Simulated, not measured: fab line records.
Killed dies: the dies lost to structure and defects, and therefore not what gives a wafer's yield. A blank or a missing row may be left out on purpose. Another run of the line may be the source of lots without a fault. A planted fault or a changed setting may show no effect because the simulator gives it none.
2 desks, one fault ; flow nand harc ; each desk has only its own numbers; what lay behind them comes last

== FOR THE TOOL OWNER'S DESK: rie diel-08 ==
The tool's own readings at NHARC_P_CONTACT_ETCH_31 (etches the open film in CH3F/O2, target depth 30 nm, time 85.7 s): means of the sampled wafers that have a number, for each lot that ran on this tool. A lot is out of limits, marked OUT, if its mean lies more than 4 standard deviations from the usual mean; the brackets give that distance.
Columns: A = drypump motor current A at NHARC_P_CONTACT_ETCH_31, usual 6.1 A; B = oes product au at NHARC_P_CONTACT_ETCH_31, usual 0.982 a.u.; C = rf vpp V at NHARC_P_CONTACT_ETCH_31, usual 244.8 V; D = showerhead plenum p Torr at NHARC_P_CONTACT_ETCH_31, usual 2.49 Torr; E = throttle valve pct at NHARC_P_CONTACT_ETCH_31, usual 20.664 %
lot;first seen here;A;B;C;D;E
L230;day 6 02:35;5.6;0.963;244.3;2.44;20.674
L231;day 6 14:42;5.7;0.985;244.7;2.48;20.673
L235;day 7 23:28;6.5;0.990;245.3;2.51;20.664
L242;day 10 20:38;5.8;0.875 (-7.1) OUT;245.0;2.50;20.670
L247;day 13 06:37;5.7;0.999;243.9;2.44;20.665
L250;day 14 09:39;6.1;0.992;245.0;2.49;20.667
L252;day 15 05:06;6.1;0.993;243.5;2.45;20.661
This desk's verdict: out of limits on L242, starting with L242 at day 10 20:38 (oes product au at NHARC_P_CONTACT_ETCH_31). In limits: L230, L231, L235, L247, L250, L252.

== THE DEFECT DESK ==
Lot by lot, what the route's inspections counted, given as the mean of those sampled wafers with a number. A lot is out of limits, marked OUT, if its mean lies more than 4 standard deviations from the usual mean; the brackets give that distance.
Columns: A = raw defect count at NHARC_P_CONTACT_INSPECT_14, usual 3.9
lot;first seen here;A
L230;day 6 01:46;8.3
L231;day 6 13:54;3.7
L233;day 7 03:50;4.0
L235;day 7 22:40;5.0
L237;day 8 14:39;1.7
L240;day 10 05:18;4.7
L242;day 10 19:49;1.7
L247;day 13 05:49;5.7
L248;day 13 10:43;4.7
L250;day 14 08:50;5.7
L252;day 15 04:17;3.0
L253;day 15 10:52;6.3
Result from this desk: across the 12 lots, nothing is out of limits.

== ALL TOGETHER ==
The tool owner's desk could have raised an alarm at day 10 20:38, on L242.
Nothing out of limits was seen by the defect desk.
The defect desk has L242 on record, within its limits.
The lots listed all ran NHARC_P_CONTACT_ETCH_31 on rie diel-08.

== WHAT THE SIMULATOR HAD PUT IN ==
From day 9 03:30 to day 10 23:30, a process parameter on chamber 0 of rie diel-08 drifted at NHARC_P_CONTACT_ETCH_31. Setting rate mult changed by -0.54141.
Lots struck among those shown: L242.
How many hours passed from the start of the fault until each desk's first out-of-limits reading: the tool owner's desk, 41.
